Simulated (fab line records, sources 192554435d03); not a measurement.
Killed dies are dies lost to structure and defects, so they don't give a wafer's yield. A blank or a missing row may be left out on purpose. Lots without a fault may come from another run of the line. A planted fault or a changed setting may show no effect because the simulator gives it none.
Which tool did it? | flow n5_finfet | 23 lots, 69 wafers sampled, at 5 steps of a route of 1938

WHAT THE GAUGES READ, wafer by wafer
N5_BEOL_M6_CD_MEAS_35: target cd 40 nm, target cd y 28 nm. Usual: cd_nm 39.6 nm, standard deviation 0.87.
lot  | measured     | on        | cd_nm (nm)     | flag
L074 | day 8 14:25  | cd_sem-01 | 37.9 39.4 40.5 |
L076 | day 8 17:10  | cd_sem-03 | 40.3 40.6 40.2 |
L075 | day 8 22:18  | cd_sem-02 | 39.4 39.2 40.0 |
L078 | day 9 17:59  | cd_sem-01 | 39.5 39.4 39.8 |
L077 | day 9 22:20  | cd_sem-01 | 40.3 40.3 40.6 |
L079 | day 9 23:01  | cd_sem-02 | 39.4 38.7 39.9 |
L080 | day 10 14:36 | cd_sem-03 | 38.2 39.4 38.1 |
L081 | day 10 19:00 | cd_sem-03 | 38.8 39.3 37.6 |
L083 | day 10 18:51 | cd_sem-03 | 39.9 40.8 39.9 |
L082 | day 10 21:11 | cd_sem-02 | 37.8 39.9 39.1 |
L085 | day 11 08:11 | cd_sem-01 | 39.4 38.4 39.3 |
L084 | day 11 08:00 | cd_sem-03 | 39.6 40.3 40.0 |
L086 | day 11 22:07 | cd_sem-01 | 41.6 41.3 40.6 |
L087 | day 12 11:14 | cd_sem-03 | 40.4 40.0 39.5 |
L090 | day 12 14:58 | cd_sem-01 | 38.5 38.0 37.3 |
L089 | day 12 17:36 | cd_sem-01 | 40.0 40.2 38.8 |
L092 | day 12 17:10 | cd_sem-01 | 39.4 40.4 41.1 |
L091 | day 13 01:44 | cd_sem-03 | 40.4 40.3 39.9 |
L093 | day 13 14:52 | cd_sem-01 | 40.6 39.2 41.6 |
L095 | day 13 17:23 | cd_sem-02 | 38.8 38.8 40.6 |
L094 | day 13 21:12 | cd_sem-01 | 39.9 39.5 38.8 |
L097 | day 14 12:10 | cd_sem-01 | 39.0 40.2 38.6 |
L096 | day 14 12:21 | cd_sem-03 | 39.1 39.2 38.7 |

WHICH TOOL RAN EACH LOT (tool, then ch and the chambers of the sampled wafers, then the start)
lot  | N5_BEOL_M5_CURE_80            | N5_BEOL_M6_CURE_74            | N5_BEOL_M6_ETCH_61                 | N5_BEOL_M6_STRIP_67
L074 | uv_cure-01 ch 1, day 8 02:10  | uv_cure-01 ch 2, day 8 09:23  | rie_diel-01 ch 0,2,3, day 8 11:32  | rie_diel-01 ch 0,2,3, day 8 11:44
L076 | uv_cure-01 ch 2, day 8 06:35  | uv_cure-03 ch 2, day 8 13:17  | rie_diel-06 ch 0,3, day 8 15:28    | rie_diel-06 ch 0,3, day 8 15:40
L075 | uv_cure-02 ch 2, day 8 10:40  | uv_cure-03 ch 2, day 8 18:10  | rie_diel-01 ch 0,2,3, day 8 20:04  | rie_diel-01 ch 0,2,3, day 8 20:17
L078 | uv_cure-02 ch 0, day 9 06:27  | uv_cure-02 ch 2, day 9 13:22  | rie_diel-06 ch 2,3, day 9 15:21    | rie_diel-06 ch 2,3, day 9 15:34
L077 | uv_cure-01 ch 0, day 9 08:04  | uv_cure-03 ch 1, day 9 16:17  | rie_diel-04 ch 2,3, day 9 18:53    | rie_diel-04 ch 2,3, day 9 19:05
L079 | uv_cure-03 ch 0, day 9 09:27  | uv_cure-01 ch 1, day 9 17:14  | rie_diel-04 ch 0,2,3, day 9 19:08  | rie_diel-04 ch 0,2,3, day 9 19:20
L080 | uv_cure-01 ch 2, day 10 00:47 | uv_cure-01 ch 2, day 10 08:49 | rie_diel-01 ch 1,2,3, day 10 11:00 | rie_diel-01 ch 1,2,3, day 10 11:13
L081 | uv_cure-02 ch 1, day 10 02:48 | uv_cure-03 ch 2, day 10 10:44 | rie_diel-01 ch 0,1, day 10 14:55   | rie_diel-01 ch 0,1, day 10 15:07
L083 | uv_cure-03 ch 0, day 10 08:01 | uv_cure-03 ch 0, day 10 15:14 | rie_diel-04 ch 1,3, day 10 16:58   | rie_diel-04 ch 1,3, day 10 17:10
L082 | uv_cure-01 ch 1, day 10 10:09 | uv_cure-03 ch 2, day 10 17:05 | rie_diel-01 ch 0,3, day 10 19:35   | rie_diel-01 ch 0,3, day 10 19:47
L085 | uv_cure-02 ch 1, day 10 19:41 | uv_cure-02 ch 1, day 11 02:38 | rie_diel-01 ch 0,1,3, day 11 05:47 | rie_diel-01 ch 0,1,3, day 11 05:59
L084 | uv_cure-03 ch 0, day 10 20:13 | uv_cure-03 ch 0, day 11 03:03 | rie_diel-06 ch 0,1,3, day 11 05:37 | rie_diel-06 ch 0,1,3, day 11 05:49
L086 | uv_cure-01 ch 1, day 11 12:20 | uv_cure-03 ch 1, day 11 19:17 | rie_diel-06 ch 2,3, day 11 20:23   | rie_diel-06 ch 2,3, day 11 20:35
L087 | uv_cure-03 ch 0, day 11 22:34 | uv_cure-03 ch 1, day 12 05:19 | rie_diel-04 ch 0,2, day 12 07:04   | rie_diel-04 ch 0,2, day 12 07:16
L090 | uv_cure-02 ch 1, day 12 04:26 | uv_cure-01 ch 0, day 12 11:16 | rie_diel-01 ch 1,2,3, day 12 12:49 | rie_diel-01 ch 1,2,3, day 12 13:01
L089 | uv_cure-02 ch 2, day 12 05:32 | uv_cure-03 ch 0, day 12 12:29 | rie_diel-04 ch 1,2, day 12 14:40   | rie_diel-04 ch 1,2, day 12 14:52
L092 | uv_cure-01 ch 1, day 12 05:55 | uv_cure-02 ch 0, day 12 12:59 | rie_diel-04 ch 1,2,3, day 12 14:55 | rie_diel-04 ch 1,2,3, day 12 15:07
L091 | uv_cure-01 ch 1, day 12 11:53 | uv_cure-03 ch 1, day 12 22:05 | rie_diel-06 ch 0,2,3, day 12 23:40 | rie_diel-06 ch 0,2,3, day 12 23:52
L093 | uv_cure-02 ch 0, day 13 02:36 | uv_cure-01 ch 0, day 13 10:50 | rie_diel-06 ch 1,2,3, day 13 13:13 | rie_diel-06 ch 1,2,3, day 13 13:25
L095 | uv_cure-01 ch 2, day 13 06:59 | uv_cure-03 ch 0, day 13 13:52 | rie_diel-01 ch 0,2,3, day 13 15:34 | rie_diel-01 ch 0,2,3, day 13 15:46
L094 | uv_cure-03 ch 1, day 13 10:51 | uv_cure-02 ch 2, day 13 17:46 | rie_diel-04 ch 2,3, day 13 19:23   | rie_diel-04 ch 2,3, day 13 19:35
L097 | uv_cure-02 ch 0, day 13 23:28 | uv_cure-03 ch 1, day 14 07:14 | rie_diel-01 ch 0,3, day 14 08:51   | rie_diel-01 ch 0,3, day 14 09:04
L096 | uv_cure-03 ch 2, day 14 00:51 | uv_cure-02 ch 2, day 14 08:09 | rie_diel-01 ch 0,1,3, day 14 09:53 | rie_diel-01 ch 0,1,3, day 14 10:05
- N5_BEOL_M5_CURE_80: cures SiCOH lowk, time 120 s.
- N5_BEOL_M6_CURE_74: cures SiCOH lowk, time 240 s.
- N5_BEOL_M6_ETCH_61: etches SiARC in CF4, target depth 45.5 nm, time 75.8 s.
- N5_BEOL_M6_STRIP_67: strips in CF4.

WHAT THE TOOLS THEMSELVES READ (means of the sampled wafers that have a number; where no wafer has one, the mark that the record gives instead)
N5_BEOL_M5_CURE_80. Usual: lamp_power_pct 52.32 %, standard deviation 0.055; wafer_temp_C_max 371.8, standard deviation 0.52.
lot  | tool       | lamp_power_pct (%) | wafer_temp_C_max | flag
L074 | uv_cure-01 | 52.32              | 371.2            |
L076 | uv_cure-01 | 52.37              | 372.4            |
L075 | uv_cure-02 | 52.33              | 371.4            |
L078 | uv_cure-02 | 52.32              | 372.1            |
L077 | uv_cure-01 | 52.26              | 371.8            |
L079 | uv_cure-03 | 52.29              | 372.0            |
L080 | uv_cure-01 | 52.29              | 372.4            |
L081 | uv_cure-02 | 52.29              | 371.8            |
L083 | uv_cure-03 | 52.32              | 372.5            |
L082 | uv_cure-01 | 52.39              | 370.9            |
L085 | uv_cure-02 | 52.32              | 371.9            |
L084 | uv_cure-03 | 52.33              | 372.0            |
L086 | uv_cure-01 | 52.30              | 371.3            |
L087 | uv_cure-03 | 52.34              | 372.3            |
L090 | uv_cure-02 | 52.32              | 371.3            |
L089 | uv_cure-02 | 52.37              | 371.2            |
L092 | uv_cure-01 | 52.32              | 371.1            |
L091 | uv_cure-01 | 52.33              | 371.3            |
L093 | uv_cure-02 | 52.36              | 372.4            |
L095 | uv_cure-01 | 52.31              | 372.0            |
L094 | uv_cure-03 | 52.26              | 372.1            |
L097 | uv_cure-02 | 52.34              | 371.9            |
L096 | uv_cure-03 | 52.31              | 371.3            |

N5_BEOL_M6_CURE_74. Usual: lamp_power_pct 52.31 %, standard deviation 0.051; wafer_temp_C_max 386.8, standard deviation 0.54.
lot  | tool       | lamp_power_pct (%) | wafer_temp_C_max | flag
L074 | uv_cure-01 | 52.38              | 387.7            |
L076 | uv_cure-03 | 52.30              | 386.8            |
L075 | uv_cure-03 | 52.28              | 386.5            |
L078 | uv_cure-02 | 52.33              | 386.7            |
L077 | uv_cure-03 | 52.27              | 387.0            |
L079 | uv_cure-01 | 52.31              | 386.4            |
L080 | uv_cure-01 | 52.29              | 387.1            |
L081 | uv_cure-03 | 52.30              | 386.9            |
L083 | uv_cure-03 | 52.30              | 387.3            |
L082 | uv_cure-03 | 52.30              | 386.2            |
L085 | uv_cure-02 | 52.26              | 387.0            |
L084 | uv_cure-03 | 52.30              | 387.1            |
L086 | uv_cure-03 | 52.36              | 387.0            |
L087 | uv_cure-03 | 52.32              | 386.5            |
L090 | uv_cure-01 | 52.28              | 386.2            |
L089 | uv_cure-03 | 52.27              | 387.7            |
L092 | uv_cure-02 | 52.33              | 386.7            |
L091 | uv_cure-03 | 52.39              | 386.4            |
L093 | uv_cure-01 | 52.35              | 386.2            |
L095 | uv_cure-03 | 52.26              | 387.1            |
L094 | uv_cure-02 | 52.31              | 386.0            |
L097 | uv_cure-03 | 52.27              | 387.5            |
L096 | uv_cure-02 | 52.30              | 386.5            |

N5_BEOL_M6_ETCH_61. Usual: cf4_flow_sccm 100.01 sccm, standard deviation 0.3; chamber_pressure_mTorr 40.01 mTorr, standard deviation 0.038; drypump_motor_current_A 5.7 A, standard deviation 0.32; etch_rf_on_time_s 75.6 s, standard deviation 3; oes_product_au 0.68 a.u., standard deviation 0.068; rf_fwd_power_W 540.0 W, standard deviation 1.9; rf_vpp_V 184.3 V, standard deviation 1.1; showerhead_plenum_p_Torr 2.16 Torr, standard deviation 0.061; throttle_valve_pct 15.61 %, standard deviation 0.24.
lot  | tool        | cf4_flow_sccm (sccm) | chamber_pressure_mTorr (mTorr) | drypump_motor_current_A (A) | etch_rf_on_time_s (s) | oes_product_au (a.u.) | rf_fwd_power_W (W) | rf_vpp_V (V) | showerhead_plenum_p_Torr (Torr) | throttle_valve_pct (%) | flag
L074 | rie_diel-01 | 100.16               | 39.98                          | 5.5                         | 76.1                  | 0.68                  | 540.9              | 183.8        | 2.13                            | 15.76                  |
L076 | rie_diel-06 | 99.97                | 39.98                          | 5.8                         | 77.0                  | 0.70                  | 541.6              | 184.6        | 2.11                            | 15.27                  |
L075 | rie_diel-01 | 100.10               | 39.99                          | 5.5                         | 76.4                  | 0.68                  | 539.0              | 183.7        | 2.12                            | 15.76                  |
L078 | rie_diel-06 | 99.87                | 39.99                          | 5.9                         | 73.0                  | 0.71                  | 538.5              | 184.3        | 2.16                            | 15.58                  |
L077 | rie_diel-04 | 100.16               | 40.00                          | 5.9                         | 76.4                  | 0.64                  | 539.9              | 184.1        | 2.12                            | 15.42                  |
L079 | rie_diel-04 | 100.18               | 39.99                          | 6.0                         | 74.0                  | 0.67                  | 539.2              | 183.8        | 2.15                            | 15.39                  |
L080 | rie_diel-01 | 100.04               | 40.02                          | 5.6                         | 76.8                  | 0.71                  | 538.9              | 185.4        | 2.21                            | 15.79                  |
L081 | rie_diel-01 | 100.15               | 40.01                          | 5.4                         | 75.4                  | 0.65                  | 541.5              | 185.0        | 2.19                            | 15.83                  |
L083 | rie_diel-04 | 100.13               | 40.00                          | 5.7                         | 77.9                  | 0.61                  | 539.0              | 182.8        | 2.10                            | 15.57                  |
L082 | rie_diel-01 | 99.95                | 40.01                          | 5.2                         | 74.5                  | 0.71                  | 540.0              | 185.0        | 2.17                            | 15.55                  |
L085 | rie_diel-01 | 99.91                | 40.02                          | 5.4                         | 76.4                  | 0.67                  | 539.9              | 184.6        | 2.18                            | 15.73                  |
L084 | rie_diel-06 | 100.14               | 39.98                          | 5.8                         | 74.5                  | 0.74                  | 540.0              | 184.6        | 2.14                            | 15.40                  |
L086 | rie_diel-06 | 99.85                | 40.00                          | 5.8                         | 72.9                  | 0.69                  | 538.8              | 184.6        | 2.16                            | 15.75                  |
L087 | rie_diel-04 | 100.05               | 40.04                          | 6.0                         | 72.6                  | 0.68                  | 537.5              | 184.0        | 2.17                            | 15.38                  |
L090 | rie_diel-01 | 100.10               | 40.03                          | 5.6                         | 77.6                  | 0.68                  | 539.7              | 184.4        | 2.21                            | 15.82                  |
L089 | rie_diel-04 | 99.88                | 39.99                          | 5.4                         | 75.6                  | 0.59                  | 541.1              | 184.1        | 2.15                            | 15.62                  |
L092 | rie_diel-04 | 99.66                | 40.04                          | 5.7                         | 76.8                  | 0.60                  | 541.1              | 183.3        | 2.13                            | 15.55                  |
L091 | rie_diel-06 | 99.83                | 40.01                          | 5.8                         | 75.7                  | 0.67                  | 541.4              | 182.6        | 2.13                            | 15.55                  |
L093 | rie_diel-06 | 100.44               | 40.03                          | 5.9                         | 73.0                  | 0.71                  | 541.2              | 183.7        | 2.17                            | 15.65                  |
L095 | rie_diel-01 | 100.23               | 40.00                          | 5.5                         | 77.6                  | 0.71                  | 539.7              | 185.7        | 2.20                            | 15.68                  |
L094 | rie_diel-04 | 99.66                | 40.01                          | 5.7                         | 74.4                  | 0.61                  | 540.4              | 184.2        | 2.15                            | 15.52                  |
L097 | rie_diel-01 | 100.10               | 40.02                          | 5.4                         | 75.9                  | 0.68                  | 540.9              | 184.5        | 2.15                            | 15.69                  |
L096 | rie_diel-01 | 99.97                | 39.94                          | 5.4                         | 74.8                  | 0.65                  | 540.4              | 185.3        | 2.17                            | 15.78                  |

N5_BEOL_M6_STRIP_67. Usual: cf4_flow_sccm 150.0 sccm, standard deviation 0.42; chamber_pressure_mTorr 50.00 mTorr, standard deviation 0.055; drypump_motor_current_A 5.7 A, standard deviation 0.32; oes_product_au 0.79 a.u., standard deviation 0.074; rf_vpp_V 271.3 V, standard deviation 1.4; showerhead_plenum_p_Torr 1.81 Torr, standard deviation 0.054; throttle_valve_pct 13.58 %, standard deviation 0.25.
lot  | tool        | cf4_flow_sccm (sccm) | chamber_pressure_mTorr (mTorr) | drypump_motor_current_A (A) | oes_product_au (a.u.) | rf_vpp_V (V) | showerhead_plenum_p_Torr (Torr) | throttle_valve_pct (%) | flag
L074 | rie_diel-01 | 149.9                | 50.03                          | 5.5                         | 0.80                  | 271.0        | 1.79                            | 13.74                  |
L076 | rie_diel-06 | 150.1                | 50.05                          | 5.7                         | 0.84                  | 271.0        | 1.77                            | 13.24                  |
L075 | rie_diel-01 | 149.8                | 50.03                          | 5.5                         | 0.79                  | 271.1        | 1.78                            | 13.73                  |
L078 | rie_diel-06 | 150.1                | 49.97                          | 5.9                         | 0.81                  | 270.6        | 1.81                            | 13.54                  |
L077 | rie_diel-04 | 150.2                | 49.99                          | 5.9                         | 0.76                  | 271.3        | 1.76                            | 13.35                  |
L079 | rie_diel-04 | 149.7                | 50.04                          | 5.9                         | 0.78                  | 271.1        | 1.79                            | 13.35                  |
L080 | rie_diel-01 | 150.0                | 49.95                          | 5.6                         | 0.84                  | 272.0        | 1.86                            | 13.74                  |
L081 | rie_diel-01 | 150.1                | 49.97                          | 5.4                         | 0.76                  | 271.9        | 1.85                            | 13.86                  |
L083 | rie_diel-04 | 150.3                | 50.03                          | 5.6                         | 0.72                  | 271.2        | 1.76                            | 13.53                  |
L082 | rie_diel-01 | 150.0                | 49.98                          | 5.2                         | 0.83                  | 271.7        | 1.83                            | 13.57                  |
L085 | rie_diel-01 | 149.7                | 49.97                          | 5.4                         | 0.78                  | 271.5        | 1.84                            | 13.75                  |
L084 | rie_diel-06 | 150.1                | 49.98                          | 5.9                         | 0.85                  | 270.6        | 1.80                            | 13.35                  |
L086 | rie_diel-06 | 149.9                | 49.98                          | 5.8                         | 0.79                  | 271.5        | 1.81                            | 13.71                  |
L087 | rie_diel-04 | 150.5                | 50.05                          | 6.0                         | 0.77                  | 271.8        | 1.83                            | 13.38                  |
L090 | rie_diel-01 | 150.4                | 50.03                          | 5.7                         | 0.81                  | 273.0        | 1.85                            | 13.79                  |
L089 | rie_diel-04 | 150.1                | 50.03                          | 5.4                         | 0.68                  | 271.4        | 1.80                            | 13.63                  |
L092 | rie_diel-04 | 149.6                | 49.98                          | 5.7                         | 0.71                  | 271.1        | 1.77                            | 13.52                  |
L091 | rie_diel-06 | 150.1                | 49.96                          | 5.8                         | 0.79                  | 270.6        | 1.78                            | 13.52                  |
L093 | rie_diel-06 | 150.0                | 49.96                          | 5.9                         | 0.82                  | 270.4        | 1.81                            | 13.57                  |
L095 | rie_diel-01 | 149.9                | 50.04                          | 5.5                         | 0.83                  | 272.1        | 1.84                            | 13.65                  |
L094 | rie_diel-04 | 150.1                | 49.93                          | 5.7                         | 0.70                  | 270.7        | 1.79                            | 13.49                  |
L097 | rie_diel-01 | 150.0                | 49.99                          | 5.4                         | 0.80                  | 270.3        | 1.81                            | 13.69                  |
L096 | rie_diel-01 | 149.8                | 49.99                          | 5.4                         | 0.76                  | 271.0        | 1.83                            | 13.81                  |

THE ANSWER, worked out from the rows above alone
Rule: a lot is off if the mean of its wafers that have a number lies more than 3 standard deviations from the usual mean. A lot without any number at a reading at which 4 lots or more have one is off too. The other lots that the step has rows for count as sound. The gauges are gone through in route order, then the tools' own readings, and for those a lot's mean is taken as printed above. The first step at which some lot is off is used, and at that step the reading that is off furthest; a lot without a number counts as furthest.
No lot is off at any reading shown: from this, nothing can be told.

WHAT THE SIMULATOR HAD PUT IN
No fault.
